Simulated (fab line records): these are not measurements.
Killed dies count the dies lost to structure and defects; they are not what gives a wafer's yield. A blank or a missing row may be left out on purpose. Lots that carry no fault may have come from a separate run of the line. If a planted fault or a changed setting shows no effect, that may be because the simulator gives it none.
Matching of chambers	flow n5Finfet	N5_FIN_SAQP_ETCH_52 on rieDiel-05: 4 sister chambers
The step etches SOC in N2/H2, target depth 100 nm, overetch 20 nm, time 150 s. 4 wafers are shown with their chamber, then 7 later ones without.

## WAFERS, EACH WITH ITS CHAMBER
wafer	chamber	showerheadPlenumPTorr (Torr)
L386.2	2	2.41
L392.6	1	2.60
L396.2	0	2.49
L396.4	3	2.65

## WAFERS WITH NO CHAMBER GIVEN
wafer	showerheadPlenumPTorr (Torr)
L396.6	2.59
L399.1	2.72
L399.3	2.65
L399.4	2.49
L400.2	2.49
L400.3	2.59
L400.4	2.72

## WHICH CHAMBER EACH ONE RAN IN
wafer	from the rows above	in truth
L396.6	can't be placed: 1 or 3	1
L399.1	can't be placed: 3 or 1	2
L399.3	can't be placed: 3 or 1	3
L399.4	0	0
L400.2	0	0
L400.3	can't be placed: 1 or 3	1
L400.4	can't be placed: 3 or 1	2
Placed correctly: 2 of 7. These rows do not allow placing 5 (true chamber among the candidates in 3). 0 placed wrongly.
How it was worked out, from the rows above alone: a wafer's distance from a chamber is the root of the sum, over the readings, of the square of ((its reading less the chamber's mean) divided by the reading's scatter). The wafer belongs to the nearest chamber; if the next one is less than 2 further off, it can't be placed. For every chamber, the mean is computed from those of its wafers that are shown. The scatter (one wafer shown for each chamber): square how far every hidden wafer sits from the nearest shown wafer, average those squares and take the square root.
